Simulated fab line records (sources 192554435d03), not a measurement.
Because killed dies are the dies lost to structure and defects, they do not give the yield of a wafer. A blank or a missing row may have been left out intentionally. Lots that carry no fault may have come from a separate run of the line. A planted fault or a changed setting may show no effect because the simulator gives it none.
Matching of chambers	flow n5_finfet	N5_GATE_CUT_ETCH_36 on rie_diel-06: 4 sister chambers
The step etches SiARC in CF4, target depth 13 nm, time 21.7 s. 4 wafers are shown with their chamber, then 7 later ones without.

EACH WAFER AND ITS CHAMBER
wafer	chamber	showerhead_plenum_p_Torr (Torr)
L087.2	3	2.03
L087.6	1	2.11
L088.2	2	2.16
L088.5	0	2.23

WAFERS WHOSE CHAMBER IS MISSING
wafer	showerhead_plenum_p_Torr (Torr)
L088.6	2.11
L092.1	2.03
L092.2	2.16
L092.5	2.16
L097.3	2.15
L097.4	2.11
L097.5	2.02

WHICH CHAMBER EACH WENT THROUGH
wafer	from the rows above	in truth
L088.6	1	1
L092.1	3	3
L092.2	2	2
L092.5	2	2
L097.3	2	2
L097.4	1	1
L097.5	3	3
Placed correctly: 7 of 7. Number that these rows cannot place: 0. Placed wrongly: 0.
How it was worked out, from the rows above alone: a wafer's distance from a chamber is the root of the sum, over the readings, of the square of ((its reading less the chamber's mean) divided by the reading's scatter). The wafer belongs to the nearest chamber; if the next one is less than 2 further off, it can't be placed. For every chamber, the mean is computed from those of its wafers that are shown. The scatter: root of mean squared gap, hidden wafer to nearest shown wafer, with one shown wafer a chamber.
